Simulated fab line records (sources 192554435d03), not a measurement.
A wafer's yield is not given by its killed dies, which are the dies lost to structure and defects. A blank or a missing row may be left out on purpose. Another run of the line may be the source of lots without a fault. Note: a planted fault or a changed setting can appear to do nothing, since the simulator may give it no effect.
Problem report in the 8D (eight disciplines) form, filled by code    flow n5-finfet    the parts of the form that need people (team, actions taken, sign-off) are left out

1. PROBLEM STATEMENT
CJ_N at N5_BEOL_M4_RC_MEAS_101 reads a mean of 3.62 on 2 wafers of 1 lot; wafers without a fault read 4.36 with a standard deviation of 0.093. Relative to the usual mean, that is a shift of -8.0 standard deviations.
First observed at day 12 17:29: wafer L887.4, on prober-01. The record holds 30 wafers of 10 lots with a number at this step. Rule for "out" (also "out of limits"): further than 4 standard deviations from the usual mean. Any other wafer with a number is counted as sound.

2. WHAT THIS IS AND IS NOT
question                     is                 is not
which readings at this step  CJ_N, REXT_N       DIBL_N, DIBL_P, IOFF_N, IOFF_P, ION_P, SS_N, SS_P, VT_N, VT_P
which lots                   L887               L869, L870, L872, L873, L874, L875, L881, L889, L891
which wafers of those lots   L887.4, L887.5     L887.2
read on which gauges         prober-01          prober-02
when                         from day 12 17:29  up to then (22 sound wafers); but 6 sound wafers of L889, L891 came after

3. THE SUSPECTS, EACH WITH WHAT RULES IT OUT
Counting: any tool at a process step up to the reading remains a suspect provided it ran every lot that is out. Sound lots after the first of them don't rule it out here, since some wafers of a struck lot are sound.
- the gauge at N5_BEOL_M4_RC_MEAS_101: kept. All the wafers that are out were read on prober-01, and no step on other tools shows them out.
- rie-si-02 at N5_SD_EPI_N_SD_RECESS_17 (chemistry HBr/Cl2/O2, target depth 41 nm, time 23.7 s, bt time 3 s): kept. It ran the lot that is out, L887 (day 7 13:56); its last sound lot up to then is L881 (day 6 00:50).
- pvd-sputter-02 at N5_BEOL_M4_SPUTTER_88 (material Cu, target thk 4.5 nm, time 8.29 s): kept. It ran the lot that is out, L887 (day 12 14:53); its last sound lot up to then is L881 (day 10 19:21).
- pvd-sputter-02 at N5_BEOL_M4_SPUTTER_96 (material Cu, target thk 4.5 nm, time 8.29 s): kept. It ran the lot that is out, L887 (day 12 15:46); its last sound lot up to then is L881 (day 10 20:14).
- cvd-co-02 at N5_BEOL_M4_PRE_CLEAN_60 (time 15 s): kept. It ran the lot that is out, L887 (day 12 17:03); its last sound lot up to then is L881 (day 10 21:08).
- At N5_SD_EPI_N_SD_RECESS_17 on rie-si-02, chamber 1 took the sound wafers of the same lots and chamber 2 took the wafers that are out.
- Within cvd-co-02 at N5_BEOL_M4_PRE_CLEAN_60: the wafers that are out ran in chambers 0, 1; their sound lot-mates ran in chamber 2.
Left after counting: rie-si-02 at N5_SD_EPI_N_SD_RECESS_17, pvd-sputter-02 at N5_BEOL_M4_SPUTTER_88, pvd-sputter-02 at N5_BEOL_M4_SPUTTER_96, cvd-co-02 at N5_BEOL_M4_PRE_CLEAN_60, prober-01 at N5_BEOL_M4_RC_MEAS_101.

4. THE CAUSE (what the simulator had put in)
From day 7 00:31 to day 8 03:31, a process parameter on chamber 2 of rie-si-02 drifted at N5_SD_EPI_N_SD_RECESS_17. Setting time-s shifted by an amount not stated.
After counting, 5 suspects remain, this tool included.

5. THE CHAIN OF EFFECTS, in route order
One row per reading whose mean, taken over the struck wafers that have a number, lies over 3 standard deviations from the usual. Scope: only readings with a usual standard deviation given in the record; hours: median across lots of the time from each lot's start at the first step in this table that gives one to its start at this step; sigmas: change in usual standard deviations.
hours  step                     reading           usual        on struck wafers  change  sigmas
0      N5_BEOL_M4_RC_MEAS_101   CJ_N              4.36         3.62              -0.75   -8.0
0      N5_BEOL_M4_RC_MEAS_101   REXT_N            74.7 ohm.um  83.0              +8.2    +5.2
100    N5_PASSIVATION_PROBE_49  sort_bin_8_speed  0.00 %       0.47              +0.47   +29
Process steps it contains:
- N5_PASSIVATION_PROBE_49

6. HOW IT WOULD HAVE BEEN CAUGHT EARLIER
Counted from the fault's start at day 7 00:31, it took 137 hours until the first out-of-limits reading at a measuring or inspecting step in this record, taken at day 12 17:29.
No tool reading at N5_SD_EPI_N_SD_RECESS_17 that has a usual standard deviation in the record was out on any struck wafer, so an alarm limit of 4 standard deviations on those readings would not have fired.
By day 12 17:29, every lot that is out (1) had started N5_SD_EPI_N_SD_RECESS_17 on rie-si-02. Tool hold at that time: it would have spared none of them.
